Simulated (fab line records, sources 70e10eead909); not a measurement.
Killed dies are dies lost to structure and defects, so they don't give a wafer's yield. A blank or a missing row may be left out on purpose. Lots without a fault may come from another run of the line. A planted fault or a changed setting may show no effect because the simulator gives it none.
fab line records | flow nand_harc | part 2 of 2: steps 23 to 31 of 31
record lots=5 wafers=15 last_day=24
route steps=1159 shown P_BONDPAD@370 A_START@389 A_ZERO_WELL@390
lots that met no fault: from a run of the same line without faults
start_h: hours from the record's first day to the start of the lot's first wafer shown | wait_h: hours since the lot's step before | " the same as in the row above | L1.1+2: a row that stands for several wafers | - no value, or no start given | * or withheld: withheld | < > ~ a bound
route shown NAME@n: a module of which the file shows steps, and the number in the route of the first | usual: mean/standard deviation of fault-free wafers | same: alike in all rows | chamber/n: place in a boat | sites: the reading at each site | _std_site: their standard deviation | _edge_site: outer sites' mean less inner sites' | radius_mm: how far each site lies from the wafer's centre | mask NAME#n: copy n | behind: the tool/chamber that last shaped the wafer | hold: why the lot was held/for how many hours/how that ended | device: the transistor (n, p or np) that didn't switch | end of line: the same wafers' tests at the end of the route | a step without rows: its recipe alone | killed: dies lost to structure and defects at the first sort, not the wafer's yield | map: a wafer's dies, x killed, . not, _ none there
set.NAME: the setting as run; set.NAME@STEP: as run at that earlier step | model.NAME: the simulator's own value behind a step, which no gauge read
lots at some steps of the route; a table a step, a row a wafer
services: from which hour (start_h, from the record's first day; less than 0 if before it) a tool's chamber was out of use, for how many hours, and why
## steps
# step NHARC_A_ZERO_WELL_COAT_18
# recipe temp_c=200 time_s=65
# usual plate_temp_C=200.09/0.16 resist_line_temp_C=23.00/0.11
# columns lot.wafer tool chamber start_h wait_h plate_temp_C resist_line_temp_C
L080.1 litho_track-07 0 - - 200.18 22.93
L080.3 " 0 " " 200.18 23.16
L080.5 " 0 " " 199.88 22.89
L081.3 litho_track-07 0 - - 200.15 22.77
L081.5 " 0 " " 200.12 23.04
L081.6 " 0 " " 199.89 22.80
L091.2 litho_track-02 0 - - 200.00 23.08
L091.3 " 0 " " 199.94 22.96
L091.5 " 0 " " 199.94 23.09
L093.3 litho_track-02 0 - - 200.12 23.04
L093.4 " 0 " " 200.07 22.91
L093.5 " 0 " " 200.16 23.09
L097.1 litho_track-05 0 - - 200.33 23.11
L097.3 " 0 " " 200.42 23.02
L097.5 " 0 " " 200.16 22.98
# step NHARC_A_ZERO_WELL_COAT_04
# recipe spin_rpm=2000 resist_thk_nm=600
# usual dispense_pressure_kPa=50/5.5 resist_line_temp_C=23.02/0.11
# columns lot.wafer tool chamber start_h wait_h dispense_pressure_kPa resist_line_temp_C
L080.1 litho_track-07 0 - - 43 22.99
L080.3 " 0 " " 43 22.97
L080.5 " 0 " " 43 23.03
L081.3 litho_track-07 0 - - 43 22.89
L081.5 " 0 " " 43 23.18
L081.6 " 0 " " 43 22.90
L091.2 litho_track-02 0 - - 52 23.20
L091.3 " 0 " " 52 23.03
L091.5 " 0 " " 52 23.13
L093.3 litho_track-02 0 - - 52 23.03
L093.4 " 0 " " 52 22.88
L093.5 " 0 " " 52 23.11
L097.1 litho_track-05 0 - - 56 22.76
L097.3 " 0 " " 56 23.01
L097.5 " 0 " " 56 22.85
# step NHARC_A_ZERO_WELL_SOFTBAKE_05
# recipe temp_c=125 time_s=70
# usual plate_temp_C=125.01/0.15 resist_line_temp_C=22.98/0.12
# columns lot.wafer tool chamber start_h wait_h plate_temp_C resist_line_temp_C
L080.1 litho_track-07 0 - - 125.05 22.90
L080.3 " 0 " " 124.79 23.02
L080.5 " 0 " " 124.99 22.87
L081.3 litho_track-07 0 - - 124.91 22.96
L081.5 " 0 " " 124.86 22.97
L081.6 " 0 " " 124.68 22.77
L091.2 litho_track-02 0 - - 125.02 23.16
L091.3 " 0 " " 124.89 23.14
L091.5 " 0 " " 125.11 23.02
L093.3 litho_track-02 0 - - 124.86 23.05
L093.4 " 0 " " 125.17 22.94
L093.5 " 0 " " 125.02 23.02
L097.1 litho_track-05 0 - - 124.87 23.15
L097.3 " 0 " " 125.13 23.06
L097.5 " 0 " " 124.96 23.00
# step NHARC_A_ZERO_WELL_EBR_06
# usual resist_line_temp_C=22.97/0.12
# columns lot.wafer tool chamber start_h wait_h resist_line_temp_C
L080.1 litho_track-07 0 - - 22.86
L080.3 " 0 " " 22.93
L080.5 " 0 " " 22.89
L081.3 litho_track-07 0 - - 23.04
L081.5 " 0 " " 23.02
L081.6 " 0 " " 23.04
L091.2 litho_track-02 0 - - 22.76
L091.3 " 0 " " 22.87
L091.5 " 0 " " 22.82
L093.3 litho_track-02 0 - - 23.00
L093.4 " 0 " " 22.93
L093.5 " 0 " " 22.90
L097.1 litho_track-05 0 - - 23.19
L097.3 " 0 " " 22.94
L097.5 " 0 " " 23.09
# step NHARC_A_ZERO_WELL_EXPOSE_07
# recipe na=0.55 dose_mj=33.85 mask_id=A_ZERO
# usual exposure_dose_mJ_cm2=33.86/0.034
# same na=0.55
# columns lot.wafer tool chamber start_h wait_h mask exposure_dose_mJ_cm2
L080.1 krf_scanner-02 0 168.89 - A_ZERO#0 33.87
L080.3 " 0 " " A_ZERO#0 33.88
L080.5 " 0 " " A_ZERO#0 33.84
L081.3 krf_scanner-02 0 169.10 - A_ZERO#0 33.91
L081.5 " 0 " " A_ZERO#0 33.88
L081.6 " 0 " " A_ZERO#0 33.84
L091.2 krf_scanner-02 0 234.38 - A_ZERO#0 33.83
L091.3 " 0 " " A_ZERO#0 33.87
L091.5 " 0 " " A_ZERO#0 33.84
L093.3 krf_scanner-04 0 239.45 - A_ZERO#0 33.86
L093.4 " 0 " " A_ZERO#0 33.88
L093.5 " 0 " " A_ZERO#0 33.90
L097.1 krf_scanner-02 0 265.19 - A_ZERO#0 33.82
L097.3 " 0 " " A_ZERO#0 33.86
L097.5 " 0 " " A_ZERO#0 33.89
# step NHARC_A_ZERO_WELL_PEB_08
# recipe peb_temp_c=128 peb_time_s=80
# usual plate_temp_C=128.01/0.14 resist_line_temp_C=23.03/0.1
# columns lot.wafer tool chamber start_h wait_h plate_temp_C resist_line_temp_C
L080.1 litho_track-05 0 168.96 0.1 127.95 23.09
L080.3 " 0 " " 128.06 23.15
L080.5 " 0 " " 127.76 23.22
L081.3 litho_track-05 0 169.16 0.1 128.05 23.00
L081.5 " 0 " " 127.76 22.94
L081.6 " 0 " " 127.87 22.77
L091.2 litho_track-07 0 234.44 0.1 128.02 23.02
L091.3 " 0 " " 127.85 22.99
L091.5 " 0 " " 127.97 23.07
L093.3 litho_track-02 0 239.51 0.1 128.22 22.77
L093.4 " 0 " " 128.11 22.88
L093.5 " 0 " " 128.23 22.87
L097.1 litho_track-07 0 265.25 0.1 128.02 23.19
L097.3 " 0 " " 128.20 23.19
L097.5 " 0 " " 128.30 22.96
# step NHARC_A_ZERO_WELL_DEVELOP_09
# recipe time_s=50 dev_temp_c=22
# usual resist_line_temp_C=23.01/0.12
# columns lot.wafer tool chamber start_h wait_h resist_line_temp_C
L080.1 litho_track-05 0 - - 22.94
L080.3 " 0 " " 23.16
L080.5 " 0 " " 23.02
L081.3 litho_track-05 0 - - 23.12
L081.5 " 0 " " 22.98
L081.6 " 0 " " 23.17
L091.2 litho_track-07 0 - - 22.94
L091.3 " 0 " " 23.03
L091.5 " 0 " " 22.97
L093.3 litho_track-02 0 - - 23.01
L093.4 " 0 " " 23.02
L093.5 " 0 " " 22.82
L097.1 litho_track-07 0 - - 22.91
L097.3 " 0 " " 22.90
L097.5 " 0 " " 22.91
# step NHARC_A_ZERO_WELL_CD_MEAS_10
# recipe target_cd_nm=2000 landing_energy_ev=500
# usual cd_nm=2001.0/2.2
# columns lot.wafer tool chamber start_h wait_h cd_nm
L080.1 cd_sem-03 0 169.05 - 2000.4
L080.3 " 0 " " 1999.0
L080.5 " 0 " " 1997.2
L081.3 cd_sem-03 0 169.25 - 2002.1
L081.5 " 0 " " 2001.4
L081.6 " 0 " " 2003.1
L091.2 cd_sem-03 0 234.53 - 2004.2
L091.3 " 0 " " 2001.1
L091.5 " 0 " " 2002.2
L093.3 cd_sem-02 0 239.61 - 1999.6
L093.4 " 0 " " 1999.7
L093.5 " 0 " " 2002.5
L097.1 cd_sem-02 0 265.34 - 2002.1
L097.3 " 0 " " 2002.6
L097.5 " 0 " " 2005.4
# step NHARC_A_ZERO_WELL_HARDBAKE_11
# recipe temp_c=118 time_s=65
# usual plate_temp_C=118.04/0.13 resist_line_temp_C=22.98/0.096
# columns lot.wafer tool chamber start_h wait_h plate_temp_C resist_line_temp_C
L080.1 litho_track-07 0 169.14 - 118.14 22.98
L080.3 " 0 " " 117.83 23.01
L080.5 " 0 " " 117.84 22.82
L081.3 litho_track-05 0 169.33 - 118.03 22.95
L081.5 " 0 " " 118.00 23.01
L081.6 " 0 " " 118.13 22.96
L091.2 litho_track-07 0 234.61 - 118.15 23.07
L091.3 " 0 " " 118.07 22.94
L091.5 " 0 " " 118.05 23.02
L093.3 litho_track-02 0 239.69 - 117.98 22.94
L093.4 " 0 " " 118.15 22.94
L093.5 " 0 " " 117.99 22.85
L097.1 litho_track-07 0 265.42 - 118.09 22.99
L097.3 " 0 " " 118.12 23.10
L097.5 " 0 " " 118.17 23.01
## services
# columns tool chamber start_h hours kind
pvd_sputter-02 - 143.62 3.0 repair
rie_diel-02 - 150.70 9.0 pm
rie_diel-11 - 155.07 0.5 repair
cmp-03 - 156.13 4.0 pm
rie_diel-05 - 163.65 9.0 pm
litho_track-02 - 165.00 7.0 pm
rie_diel-02 3 171.82 4.8 repair
ecd_cu-01 - 177.60 1.3 repair
rie_diel-02 2 179.85 2.3 repair
ecd_cu-02 - 180.00 8.0 pm
wet_bench-02 - 180.19 8.0 pm
litho_track-07 - 189.00 7.0 pm
rie_diel-11 - 189.52 9.0 pm
wet_bench-05 - 196.80 8.0 pm
cmp-04 - 203.00 4.0 pm
cmp-03 - 210.06 10.7 repair
wet_bench-01 - 213.60 8.0 pm
pvd_sputter-02 - 214.00 10.0 pm
krf_scanner-02 - 227.06 4.0 pm
wet_bench-08 - 230.40 8.0 pm
litho_track-05 - 237.00 7.0 pm
krf_scanner-02 - 237.52 10.2 repair
cmp-04 - 239.94 0.4 repair
wet_bench-10 - 247.20 8.0 pm
